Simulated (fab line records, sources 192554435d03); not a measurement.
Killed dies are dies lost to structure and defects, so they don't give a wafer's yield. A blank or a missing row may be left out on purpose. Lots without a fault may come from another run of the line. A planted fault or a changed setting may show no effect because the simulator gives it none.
Split-lot experiment | flow n5_finfet | 7 lots, 39 wafers read, on a route of 1938 steps

THE SPLIT
At N5_MOL_CONTACT_COAG_ETCH_67 (etches SOC in N2/H2, target depth 60 nm, overetch 21 nm, time 101.2 s), the setting source_w was moved away from the recipe's 840 W on 18 of the 39 wafers read, by -11.0% to +17.7%. The other wafers ran this setting at the recipe's value.

The reading is taken at the split's own step.

THE READING
rf_vpp_V, in V, at N5_MOL_CONTACT_COAG_ETCH_67 (etches SOC in N2/H2, target depth 60 nm, overetch 21 nm, time 101.2 s). Fault-free wafers of this fab line usually give 524.3 V, standard deviation 2.6 V.

wafer  | tool, chamber at the split | source_w as run, W | against the recipe | rf_vpp_V, V | against lot-mates on the recipe
L074.1 | rie_diel-06, 0             | 840                | recipe             | 525.8       | -
L074.2 | rie_diel-06, 3             | 935.2              | +11.3%             | 503.6       | -21.2
L074.3 | rie_diel-06, 2             | 840                | recipe             | 521.0       | -
L074.4 | rie_diel-06, 1             | 935.2              | +11.3%             | 506.3       | -18.5
L074.5 | rie_diel-06, 0             | 840                | recipe             | 527.7       | -
L074.6 | rie_diel-06, 3             | 935.2              | +11.3%             | 503.7       | -21.1
L079.1 | rie_diel-01, 3             | 792.3              | -5.7%              | 538.3       | +14.5
L079.2 | rie_diel-01, 0             | 792.3              | -5.7%              | 534.1       | +10.3
L079.3 | rie_diel-01, 2             | 792.3              | -5.7%              | 536.7       | +12.9
L079.4 | rie_diel-01, 1             | 840                | recipe             | 524.1       | -
L079.5 | rie_diel-01, 0             | 840                | recipe             | 524.2       | -
L079.6 | rie_diel-01, 1             | 840                | recipe             | 523.0       | -
L080.1 | rie_diel-03, 1             | 840                | recipe             | 522.1       | -
L080.2 | rie_diel-03, 2             | 987.8              | +17.6%             | 493.7       | -28.9
L080.3 | rie_diel-03, 0             | 987.8              | +17.6%             | 497.4       | -25.2
L080.4 | rie_diel-03, 3             | 840                | recipe             | 524.3       | -
L080.5 | rie_diel-03, 0             | 987.8              | +17.6%             | 498.2       | -24.4
L080.6 | rie_diel-03, 1             | 840                | recipe             | 521.3       | -
L081.3 | rie_diel-06, 1             | 840                | recipe             | 525.2       | -
L081.5 | rie_diel-06, 2             | 840                | recipe             | 523.2       | -
L081.6 | rie_diel-06, 3             | 840                | recipe             | 522.3       | -
L082.1 | rie_diel-01, 3             | 840                | recipe             | 528.2       | -
L082.2 | rie_diel-01, 0             | 747.4              | -11.0%             | 543.3       | +16.1
L082.3 | rie_diel-01, 2             | 840                | recipe             | 525.9       | -
L082.4 | rie_diel-01, 3             | 747.4              | -11.0%             | 548.4       | +21.2
L082.5 | rie_diel-01, 0             | 747.4              | -11.0%             | 542.9       | +15.7
L082.6 | rie_diel-01, 2             | 840                | recipe             | 527.5       | -
L088.1 | rie_diel-01, 0             | 988.8              | +17.7%             | 495.3       | -31.6
L088.2 | rie_diel-01, 2             | 988.8              | +17.7%             | 500.8       | -26.1
L088.3 | rie_diel-01, 3             | 840                | recipe             | 527.9       | -
L088.4 | rie_diel-01, 1             | 988.8              | +17.7%             | 495.3       | -31.6
L088.5 | rie_diel-01, 0             | 840                | recipe             | 523.5       | -
L088.6 | rie_diel-01, 3             | 840                | recipe             | 529.3       | -
L093.1 | rie_diel-03, 0             | 840                | recipe             | 525.9       | -
L093.2 | rie_diel-03, 1             | 904.9              | +7.7%              | 509.7       | -13.5
L093.3 | rie_diel-03, 3             | 840                | recipe             | 525.0       | -
L093.4 | rie_diel-03, 2             | 904.9              | +7.7%              | 508.6       | -14.6
L093.5 | rie_diel-03, 2             | 840                | recipe             | 518.7       | -
L093.6 | rie_diel-03, 3             | 904.9              | +7.7%              | 511.9       | -11.3

THE FIT
A straight line over all 39 wafers: rf_vpp_V changes by -1.69 V for each +1% of source_w; r = -0.98; the points scatter about the line by 2.7 V.
The same after taking each lot's own level away (the mean of its wafers on the recipe; 39 wafers): -1.65 V for each +1%; r = -0.98; scatter 2.4 V.
On that fit, the largest move of source_w shifts the reading by 29 V.
The lots' own levels span 522.57 to 527.20 V, that is 1.8 times the standard deviation above.
So the lot-to-lot level changes the slope little: the two slopes agree.
Check: with one of the wafers moved furthest among these (+17.7%) left out of the fit, the line predicts -28.7 V for it against its lot-mates. It came out at -31.6 V against them.
Tool readings at the split's step, against how far the setting was moved: rf_vpp_V r = -0.98.

OTHER SPLITS ON THESE WAFERS
These wafers also went through other splits before the reading. Each is held against what the fit with the lots' levels taken away leaves over:
other split on the same wafers             | wafers away from the commonest value | r with rf_vpp_V (lot level and that fit taken away)
N5_FIN_SAQP_MANDREL_ETCH_22 target_depth_a | 18                                   | -0.18
N5_DUMMY_GATE_ETCH_37 source_w             | 15                                   | -0.09
N5_DUMMY_GATE_ETCH_42 bias_w               | 12                                   | -0.13

THE FILE'S OWN FIT
rf_vpp_V changes by -1.64 V for each +1% of source_w, r = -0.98.
